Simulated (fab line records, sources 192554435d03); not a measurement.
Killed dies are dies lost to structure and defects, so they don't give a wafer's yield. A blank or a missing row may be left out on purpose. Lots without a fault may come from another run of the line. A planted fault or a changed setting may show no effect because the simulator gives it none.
Split-lot experiment | flow n5_finfet | 7 lots, 21 wafers read, on a route of 1938 steps

THE SPLIT
At N5_BEOL_M7_DESCUM_33 (chemistry O2, time 7 s), the setting time_s was moved away from the recipe's 7 s on 9 of the 21 wafers read, by -22.4% to +19.4%. The other wafers ran this setting at the recipe's value.

The file shows no step between the split and the reading.

THE READING
CAR-EUV_of_BEOL_M7_COAT_22.thk_nm (the simulator's own value, which no gauge read), in nm, at N5_BEOL_M7_ETCH_72 (etches underlayer in N2/H2, target depth 6.5 nm, time 5.2 s). The file gives no usual value for it. The 12 wafers here that ran the recipe average 20.3 nm, standard deviation 0.12 nm.

wafer  | tool, chamber at the split | time_s as run, s | against the recipe | CAR-EUV_of_BEOL_M7_COAT_22.thk_nm, nm | against lot-mates on the recipe
L077.3 | rie_diel-02, 3             | 5.429            | -22.4%             | 21                                    | +0.7
L077.5 | rie_diel-02, 0             | 7                | recipe             | 20.4                                  | -
L077.6 | rie_diel-02, 1             | 7                | recipe             | 20.2                                  | -
L078.1 | rie_diel-06, 0,2,1         | 8.361            | +19.4%             | 19.6                                  | no lot-mate on the recipe
L078.2 | rie_diel-06, 0,2,1         | 8.361            | +19.4%             | 19.4                                  | no lot-mate on the recipe
L078.4 | rie_diel-06, 0,2,1         | 8.361            | +19.4%             | 19.4                                  | no lot-mate on the recipe
L079.1 | rie_diel-06, 0             | 7                | recipe             | 20.6                                  | -
L079.2 | rie_diel-06, 1,2           | 6.157            | -12.0%             | 20.8                                  | +0.2
L079.6 | rie_diel-06, 1,2           | 6.157            | -12.0%             | 20.8                                  | +0.2
L082.4 | rie_diel-06, 2             | 7                | recipe             | 20.4                                  | -
L082.6 | rie_diel-06, 1             | 7                | recipe             | 20.4                                  | -
L082.5 | rie_diel-06, 2             | 7.89             | +12.7%             | 19.8                                  | -0.6
L085.2 | rie_diel-05, 1             | 7                | recipe             | 20.4                                  | -
L085.3 | rie_diel-05, 0,2           | 7                | recipe             | 20.4                                  | -
L085.6 | rie_diel-05, 0,2           | 7                | recipe             | 20.4                                  | -
L088.3 | rie_diel-02, 0             | 8.341            | +19.2%             | 19.8                                  | -0.4
L088.4 | rie_diel-02, 1             | 8.341            | +19.2%             | 19.6                                  | -0.6
L088.5 | rie_diel-02, 3             | 7                | recipe             | 20.2                                  | -
L090.4 | rie_diel-02, 1,1,0         | 7                | recipe             | 20.2                                  | -
L090.5 | rie_diel-02, 1,1,0         | 7                | recipe             | 20.2                                  | -
L090.6 | rie_diel-02, 1,1,0         | 7                | recipe             | 20.4                                  | -
Where a row lists several chambers, the file gives one row for several wafers and doesn't say which wafer went through which chamber.

THE FIT
A straight line over all 21 wafers: CAR-EUV_of_BEOL_M7_COAT_22.thk_nm changes by -0.038 nm for each +1% of time_s; r = -0.96; the points scatter about the line by 0.13 nm.
The same after taking each lot's own level away (the mean of its wafers on the recipe; 18 wafers): -0.028 nm for each +1%; r = -0.94; scatter 0.1 nm.
On that fit, the largest move of time_s shifts the reading by 0.63 nm.
The lots' own levels span 20.20 to 20.60 nm, that is 3.4 times the standard deviation above.
So the lot-to-lot level changes the slope: the two fits differ.
Check: with one of the wafers moved furthest among these (-22.4%) left out of the fit, the line predicts +0.554 nm for it against its lot-mates. It came out at +0.7 nm against them.

OTHER SPLITS ON THESE WAFERS
These wafers also went through other splits before the reading. Each is held against what the fit with the lots' levels taken away leaves over:
other split on the same wafers    | wafers away from the commonest value | r with CAR-EUV_of_BEOL_M7_COAT_22.thk_nm (lot level and that fit taken away)
N5_BEOL_M3_COAT_68 spin_rpm       | 5                                    | -0.25
N5_BEOL_M5_ILD_DEP_00 time_s      | 7                                    | +0.17
N5_BEOL_M5_HM_DEP_02 target_thk_a | 6                                    | -0.15
N5_BEOL_M6_ETCH_62 time_s         | 6                                    | +0.19

THE WHOLE CHAIN: every reading that the file lists as answering this split, in the file's order
step                 | what it does                                                | reading                                                                            | change (the file's fit)                | r (the file's)
N5_BEOL_M7_DESCUM_33 | chemistry O2, time 7 s                                      | CAR-EUV_of_BEOL_M7_COAT_22.thk_nm (the simulator's own value, which no gauge read) | -0.0289 nm for each +1% of the setting | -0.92
N5_BEOL_M7_ETCH_72   | etches underlayer in N2/H2, target depth 6.5 nm, time 5.2 s | CAR-EUV_of_BEOL_M7_COAT_22.thk_nm (the simulator's own value, which no gauge read) | -0.03 nm for each +1% of the setting   | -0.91

THE FILE'S OWN FIT
CAR-EUV_of_BEOL_M7_COAT_22.thk_nm changes by -0.03 nm for each +1% of time_s, r = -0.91.
